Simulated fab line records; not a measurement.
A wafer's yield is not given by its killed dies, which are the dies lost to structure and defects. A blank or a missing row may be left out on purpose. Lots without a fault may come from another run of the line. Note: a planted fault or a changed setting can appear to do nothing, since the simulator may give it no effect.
Comparing a struck lot with a sound one | flow n5 finfet | 37 steps out of a route of 1938
Sound: the wafers L919.3, L919.5, L919.6. Struck: wafers L929.1, L929.2, L929.6. The cause is given at the end.
At each step with rows: each side's tool, then ch and its chambers, then its first start. Under that, the readings that differ: sound wafers | struck wafers | difference of the means | sigmas: that difference in standard deviations of wafers without a fault.
alike: same words and numbers on both sides, and readings whose means sit less than 2 such deviations apart. not compared: any withheld reading, any reading some wafer has no value for, any bound like >300 that may hide the same value, and any number with overlapping values for which the record gives no deviation.
A row with sigmas, a row that says differs or no value, or rows on one side alone: a step with any of these is where the two part. When numbers do not overlap yet have no deviation, they are printed without sigmas and do not part them. A reading missing from all wafers of one side parts the sides only when that side holds two or more wafers.

N5_BEOL_M3_ANNEAL_51: time 90 s.
  sound on rtp anneal-01 ch 0, day 7 21:51; struck on rtp anneal-01 ch 0, day 10 09:58
  alike: wafer_temp_C_max
N5_BEOL_M3_CMP_52: polishes, stops on SiOC, t overpolish 6.8 s, target thk 40 nm.
  sound on cmp-03 ch 1,2,3, day 7 22:10; struck on cmp-02 ch 0,2, day 10 10:16
  alike: barrier field endpoint s, motor current A, overpolish run s, time to endpoint s
N5_BEOL_M3_THK_MEAS_53: measures by xrf.
  struck on film metro-01, day 10 10:34; sound on film metro-01, day 7 22:22
  alike: M3_THK
N5_BEOL_M3_PRE_CLEAN_60: time 15 s.
  sound on cvd co-01 ch 1,2, day 7 22:23; struck on cvd co-01 ch 1,2, day 10 10:44
  alike: heater power w
  not compared: susceptor temp C
then, 3 steps without rows for these wafers: N5_BEOL_M3_CO_CAP_55 (material Co, precursor CCTBA/H2, target thk 2 nm, time 102.1 s); N5_BEOL_M3_PRE_CLEAN_56 (time 15 s); N5_BEOL_M3_DEP_57 (deposits SiCN from 3MS/NH3, target thk 8 nm, time 14 s).
N5_BEOL_M3_RS_MEAS_58: measurement is done with a four-point probe.
  struck on film metro-01, day 10 10:57; sound on film metro-01, day 7 22:37
  alike: M3_RS
N5_BEOL_M3_INSPECT_59: inspects for defects (darkfield).
  struck on defect inspect-02, day 10 10:59; sound on defect inspect-01, day 7 22:38
  alike: raw defect count
then, 1 step without rows for these wafers: N5_BEOL_M4_ILD_DEP_00 (deposits SiOC from DEMS/O2, target thk 79 nm, time 15.3 s).
N5_BEOL_M4_THK_MEAS_01:
  struck on film metro-01, day 10 11:06; sound on film metro-02, day 7 22:45
  alike: M4_ILD_THK
then, 1 step without rows for these wafers: N5_BEOL_M4_PECVD_72 (deposits SiO2 from TEOS/O2, target thk 16 nm, time 18 s).
N5_BEOL_M4_HM_DEP_02: deposits TiN, target thk 20 nm.
  struck on pvd sputter-03, day 10 11:11; sound on pvd sputter-03, day 7 23:22
  no value came back on the struck wafers for chamber pressure pa (Pa), substrate temp c (C), susceptor temp C (C), throttle valve pct (%); on the sound wafers chamber pressure pa (Pa) reads 0.4994 0.4994 0.4971
then, 9 steps without rows for these wafers: N5_BEOL_M4_COAT_61 (time 60 s, resist thk 60 nm); N5_BEOL_M4_COAT_62 (time 60 s, resist thk 12 nm); N5_BEOL_M4_COAT_73 (time 60 s, resist thk 5 nm); N5_BEOL_M4_COAT_05 (resist thk 30 nm); N5_BEOL_M4_EBR_07; N5_BEOL_M4_SOFTBAKE_06 (time 60 s); N5_BEOL_M4_EXPOSE_08 (exposes mask M4); N5_BEOL_M4_PEB_09 (peb time 60 s); N5_BEOL_M4_DEVELOP_10 (develop time 30 s).
N5_BEOL_M4_CD_MEAS_11: target cd 16.79 nm.
  sound on cd sem-02 ch 0, day 7 23:53; struck on cd sem-03 ch 0, day 10 11:44
  alike: cd nm
N5_BEOL_M4_OVL_MEAS_12:
  sound on overlay-02 ch 0, day 7 23:56; struck on overlay-01 ch 0, day 10 11:46
  alike: M4_OVL
N5_BEOL_M4_INSPECT_13: inspects for defects (brightfield).
  struck on defect inspect-02, day 10 11:50; sound on defect inspect-02, day 7 23:58
  alike: raw defect count
then, 1 step without rows for these wafers: N5_BEOL_M4_DESCUM_16 (chemistry O2, time 7 s).
N5_BEOL_M4_ETCH_74: etches underlayer in N2/H2, target depth 6.5 nm, time 5.2 s.
  sound on rie diel-04 ch 1,2,3, day 8 00:02; struck on rie diel-06 ch 0,1,3, day 10 11:53
  alike: drypump motor current A, etch rf on time s, oes product au, rf vpp V, showerhead plenum p Torr, throttle valve pct
  not compared: rf hours counter h
N5_BEOL_M4_ETCH_63: etches SiARC in CF4, target depth 15.6 nm, time 26 s.
  sound on rie diel-04 ch 1,2,3, day 8 00:04; struck on rie diel-06 ch 0,1,3, day 10 11:55
  alike: drypump motor current A, etch rf on time s, oes product au, rf vpp V, showerhead plenum p Torr, throttle valve pct
  not compared: rf hours counter h
then, 4 steps without rows for these wafers: N5_BEOL_M4_ETCH_64 (etches SOC in N2/H2, target depth 75 nm, overetch 22.5 nm, time 121.9 s); N5_BEOL_M4_STRIP_65 (strips in N2/H2); N5_BEOL_M4_STRIP_75 (strips in N2/H2); N5_BEOL_M4_STRIP_66 (strips in CF4).
N5_BEOL_M4_HM_OPEN_17: chemistry Cl2/BCl3, target TiN, target depth 20 nm, overetch 6 nm.
  sound on rie metal-03 ch 0,1, day 8 00:17; struck on rie metal-03 ch 0,1, day 10 12:07
  reading                  | sound             | struck            | difference | sigmas
  oes product au (a.u.)    | 0.61 0.84 0.60    | 0.35 0.26 0.34    | -0.37      | -4
  throttle valve pct (%)   | 22.40 22.00 22.36 | 22.65 23.05 22.64 | +0.53      | +3
  model.etch.depth nm (nm) | 19.9 19.81 19.8   | 0 0 0             | -20        |
  alike: drypump motor current A
  not compared: rf hours counter h
then, 1 step without rows for these wafers: N5_BEOL_M4_STRIP_19 (strips in O2).
N5_BEOL_M4_CD_MEAS_18: pitch 36 nm, target cd 18 nm.
  struck on cd sem-03, day 10 12:17; sound on cd sem-03, day 8 00:31
  reading    | sound             | struck | difference                    | sigmas
  cd nm (nm) | 17.46 17.68 17.73 | - - -  | no value on the struck wafers |
then, 1 step without rows for these wafers: N5_BEOL_M4_COAT_67 (time 60 s, resist thk 60 nm).
N5_BEOL_M4_RC_MEAS_101:
  the record has rows for the sound wafers here (prober-01 ch 0, day 8 08:47) and none for the struck ones

WHERE THEY PART
First at N5_BEOL_M4_HM_DEP_02; last, within this record, at N5_BEOL_M4_RC_MEAS_101.

WHY: whatever the simulator had introduced
Skipped step whole: pvd sputter-03, from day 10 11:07 on, at N5_BEOL_M4_HM_DEP_02. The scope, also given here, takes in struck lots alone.
